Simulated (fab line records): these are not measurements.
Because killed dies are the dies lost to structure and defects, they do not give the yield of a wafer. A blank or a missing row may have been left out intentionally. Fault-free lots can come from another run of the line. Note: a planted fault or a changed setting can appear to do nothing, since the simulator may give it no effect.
Which of the tools did it? ; flow nand harc ; 66 wafers from 22 lots sampled at 3 of the route's 1302 steps

## WHAT THE GAUGES READ, wafer by wafer
NHARC_A_SGD_CUT_INSPECT_25. Usual: raw defect count reads 409 (standard deviation 99).
lot;measured;on;raw defect count;flag
L074;day 18 10:58;defect inspect-01;489 487 629;
L075;day 18 19:55;defect inspect-02;340 335 461;
L078;day 19 18:50;defect inspect-01;587 484 430;
L076;day 19 18:52;defect inspect-02;386 299 325;
L079;day 20 20:14;defect inspect-02;359 484 481;
L077;day 20 20:22;defect inspect-02;440 534 638;
L080;day 20 23:28;defect inspect-02;244 276 416;
L081;day 22 02:40;defect inspect-02;578 541 397;
L082;day 22 09:41;defect inspect-01;319 324 305;
L083;day 22 09:46;defect inspect-01;334 397 343;
L085;day 22 20:19;defect inspect-01;270 239 248;
L084;day 22 20:21;defect inspect-02;347 343 430;
L086;day 23 18:53;defect inspect-02;604 608 461;
L089;day 24 03:35;defect inspect-01;359 513 461;
L088;day 24 03:38;defect inspect-02;459 316 564;
L090;day 24 12:23;defect inspect-01;344 287 358;
L092;day 25 21:02;defect inspect-01;312 313 377;
L091;day 25 21:02;defect inspect-02;445 434 462;
L094;day 27 04:47;defect inspect-01;354 349 339;
L096;day 27 14:25;defect inspect-01;284 301 276;
L095;day 27 14:25;defect inspect-02;476 559 324;
L097;day 27 22:49;defect inspect-02;362 407 402;

NHARC_A_CONTACT_OVL_MEAS_43. Usual: overlay x nm -0.1 nm, standard deviation 0.78; overlay y nm -0.2 nm, standard deviation 0.7.
lot;measured;on;overlay x nm (nm);overlay y nm (nm);flag
L074;day 20 11:49;overlay-01;0.5 0.3 0.5;0.5 0.2 0.4;
L075;day 20 17:56;overlay-01;0.0 0.4 0.1;-0.7 -0.6 -0.1;
L078;day 21 13:02;overlay-01;-0.1 0.0 0.2;0.4 -0.2 0.1;
L076;day 21 13:26;overlay-01;-0.9 -1.6 -0.8;-0.9 -0.3 -0.1;
L079;day 22 15:09;overlay-01;1.0 0.7 1.0;-0.7 -0.7 -0.8;
L077;day 22 15:46;overlay-02;-0.4 0.0 -0.4;1.0 1.1 0.4;
L080;day 22 23:17;overlay-02;1.0 1.7 1.1;-1.2 -1.2 -1.2;
L081;day 23 22:08;overlay-02;0.1 0.3 0.5;0.5 0.8 0.1;
L082;day 24 04:09;overlay-01;-0.3 -0.2 -0.5;-1.2 0.0 -0.1;
L083;day 24 12:47;overlay-02;-1.2 -0.9 -1.6;-1.0 -0.4 -1.0;
L085;day 25 00:05;overlay-01;-0.7 -0.2 -0.4;0.9 0.6 0.6;
L084;day 24 17:11;overlay-01;-0.7 -0.8 -0.5;1.0 0.0 0.9;
L086;day 25 12:58;overlay-01;0.2 0.4 0.7;0.5 0.5 0.3;
L089;day 26 00:36;overlay-02;-0.3 -0.6 -1.0;-0.3 -0.5 -0.7;
L088;day 25 23:04;overlay-02;0.1 0.2 -0.4;1.0 0.9 1.5;
L090;day 26 11:11;overlay-01;0.2 0.2 0.6;0.8 0.0 0.6;
L092;day 27 17:59;overlay-01;-0.5 -0.6 -0.2;-1.0 -0.4 -1.5;
L091;day 27 17:48;overlay-01;-1.2 -1.2 -1.0;-0.9 -0.6 -0.3;
L094;day 28 22:01;overlay-02;0.9 1.0 0.6;0.2 0.7 0.5;
L096;day 29 10:53;overlay-01;0.0 0.1 0.5;-1.7 -1.2 -1.6;
L095;day 29 12:15;overlay-01;1.2 1.5 0.8;-0.6 -0.7 -0.6;
L097;day 29 22:50;overlay-02;0.1 -0.2 0.3;-0.8 -0.1 -0.4;

## WHICH TOOL RAN EACH LOT (tool, then ch and the chambers of the sampled wafers, then the start)
lot;NHARC_A_SLIT_DESCUM_14
L074;rie diel-10 ch 0,1,2, day 18 18:57
L075;rie diel-03 ch 0,1,2, day 19 00:53
L078;rie diel-10 ch 0,1, day 19 23:55
L076;rie diel-05 ch 1,2,3, day 20 00:54
L079;rie diel-05 ch 2,3, day 21 01:46
L077;rie diel-03 ch 0,1,3, day 21 01:57
L080;rie diel-03 ch 0,2, day 21 05:34
L081;rie diel-10 ch 1,2, day 22 07:40
L082;rie diel-03 ch 0,1, day 22 14:46
L083;rie diel-03 ch 2,3, day 22 18:25
L085;rie diel-03 ch 0,3, day 23 01:31
L084;rie diel-10 ch 0,1,2, day 23 01:17
L086;rie diel-03 ch 1,2, day 24 00:06
L089;rie diel-03 ch 1,3, day 24 08:38
L088;rie diel-03 ch 1,2,3, day 24 08:48
L090;rie diel-03 ch 1,2, day 24 20:23
L092;rie diel-10 ch 0,1,3, day 26 04:29
L091;rie diel-05 ch 2,3, day 26 04:50
L094;rie diel-03 ch 0,3, day 27 10:10
L096;rie diel-03 ch 0,1,2, day 27 19:37
L095;rie diel-03 ch 0,1,2, day 27 21:40
L097;rie diel-10 ch 0,1,2, day 28 03:48
- NHARC_A_SLIT_DESCUM_14: chemistry O2, time 3 s.

## AS READ BY THE TOOLS THEMSELVES (means over the sampled wafers that have a number; for cases with no such wafer, the mark the record gives instead)
NHARC_A_SLIT_DESCUM_14. Usual: chamber pressure mTorr 60.00 mTorr, standard deviation 0.057; drypump motor current A 5.6 A, standard deviation 0.45; oes product au 0.996 a.u., standard deviation 0.011; rf vpp V 57.8 V, standard deviation 0.94; showerhead plenum p Torr 1.94 Torr, standard deviation 0.058; throttle valve pct 11.310 %, standard deviation 0.0092.
lot;tool;chamber pressure mTorr (mTorr);drypump motor current A (A);oes product au (a.u.);rf vpp V (V);showerhead plenum p Torr (Torr);throttle valve pct (%);flag
L074;rie diel-10;59.98;6.1;1.007;57.8;1.90;11.305;
L075;rie diel-03;59.95;5.2;0.994;58.5;1.99;11.313;
L078;rie diel-10;60.02;6.5;0.990;57.5;1.92;11.309;
L076;rie diel-05;60.06;5.8;0.997;57.4;1.97;11.305;
L079;rie diel-05;60.00;5.8;0.997;58.4;1.98;11.309;
L077;rie diel-03;60.03;5.3;0.997;58.0;1.97;11.306;
L080;rie diel-03;59.99;5.3;0.985;57.4;1.97;11.311;
L081;rie diel-10;59.98;5.7;1.013;57.4;1.88;11.313;
L082;rie diel-03;59.97;5.2;0.986;58.2;2.02;11.304;
L083;rie diel-03;59.93;5.4;0.995;58.4;1.90;11.310;
L085;rie diel-03;60.03;5.4;0.987;57.4;1.92;11.315;
L084;rie diel-10;60.03;6.1;1.010;57.8;1.90;11.314;
L086;rie diel-03;60.06;5.2;0.986;58.2;2.00;11.298;
L089;rie diel-03;59.95;5.4;0.998;58.2;1.93;11.308;
L088;rie diel-03;60.05;5.3;0.993;57.8;1.95;11.302;
L090;rie diel-03;60.00;5.2;0.985;56.5;2.00;11.301;
L092;rie diel-10;59.96;6.4;0.990;58.5;1.93;11.309;
L091;rie diel-05;59.99;5.8;1.014;57.6;1.98;11.316;
L094;rie diel-03;59.98;5.4;1.000;56.6;1.92;11.303;
L096;rie diel-03;60.04;5.2;0.994;58.4;1.99;11.309;
L095;rie diel-03;60.03;5.2;0.999;57.4;1.99;11.308;
L097;rie diel-10;60.01;6.1;1.000;57.9;1.89;11.307;

## THE ANSWER, worked out from the rows above alone
Rule: lot off if the mean of its wafers having a number is beyond 3 standard deviations from the usual mean. A lot without any number at a reading at which 4 lots or more have one is off too. The other lots that the step has rows for count as sound. The gauges are gone through in route order, then the tools' own readings, and for those a lot's mean is taken as printed above. The first step at which some lot is off is used, and at that step the reading that is off furthest; a lot without a number counts as furthest.
Across all readings shown, no lot is off: no conclusion can be drawn from this.

## WHAT THE SIMULATOR PUT IN
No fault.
